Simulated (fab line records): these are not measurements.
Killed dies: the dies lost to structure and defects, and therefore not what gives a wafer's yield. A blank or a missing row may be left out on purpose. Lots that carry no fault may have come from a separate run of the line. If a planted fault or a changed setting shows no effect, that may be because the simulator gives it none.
Matching of chambers    flow n5_finfet    4 sister chambers for N5_BEOL_M14_DESCUM_33 on rie_diel-05
The step chemistry O2, time 7.9 s. 4 wafers are shown with their chamber, then 12 later ones without.

WAFERS WITH THEIR CHAMBER
wafer   chamber  showerhead_plenum_p_Torr (Torr)
L088.1  1        1.90
L089.1  3        2.14
L089.2  2        2.21
L089.3  0        2.15

WAFERS WITHOUT THEIR CHAMBER
wafer   showerhead_plenum_p_Torr (Torr)
L089.4  1.90
L089.5  2.15
L089.6  2.14
L091.1  1.89
L091.2  2.13
L091.3  2.21
L091.4  2.15
L091.5  2.13
L091.6  2.15
L094.1  2.13
L094.2  1.89
L094.4  2.15

CHAMBER TAKEN BY EACH
wafer   from the rows above      in truth
L089.4  1                        1
L089.5  can't be placed: 0 or 3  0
L089.6  can't be placed: 3 or 0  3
L091.1  1                        1
L091.2  can't be placed: 3 or 0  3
L091.3  2                        2
L091.4  can't be placed: 0 or 3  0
L091.5  can't be placed: 3 or 0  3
L091.6  can't be placed: 0 or 3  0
L094.1  can't be placed: 3 or 0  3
L094.2  1                        1
L094.4  can't be placed: 0 or 3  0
Correctly placed: 4 of 12. From these rows, 8 cannot be placed; in 8 the true chamber is one of the candidates. 0 placed wrongly.
How it was worked out, from the rows above alone: a wafer's distance from a chamber is the root of the sum, over the readings, of the square of ((its reading less the chamber's mean) divided by the reading's scatter). If the next closest chamber is less than 2 further off than the closest, the wafer can't be placed; otherwise it belongs to the closest. For every chamber, the mean is computed from those of its wafers that are shown. The scatter: with one shown wafer a chamber, the root of the mean of the squares of how far each hidden wafer lies from its nearest shown one.
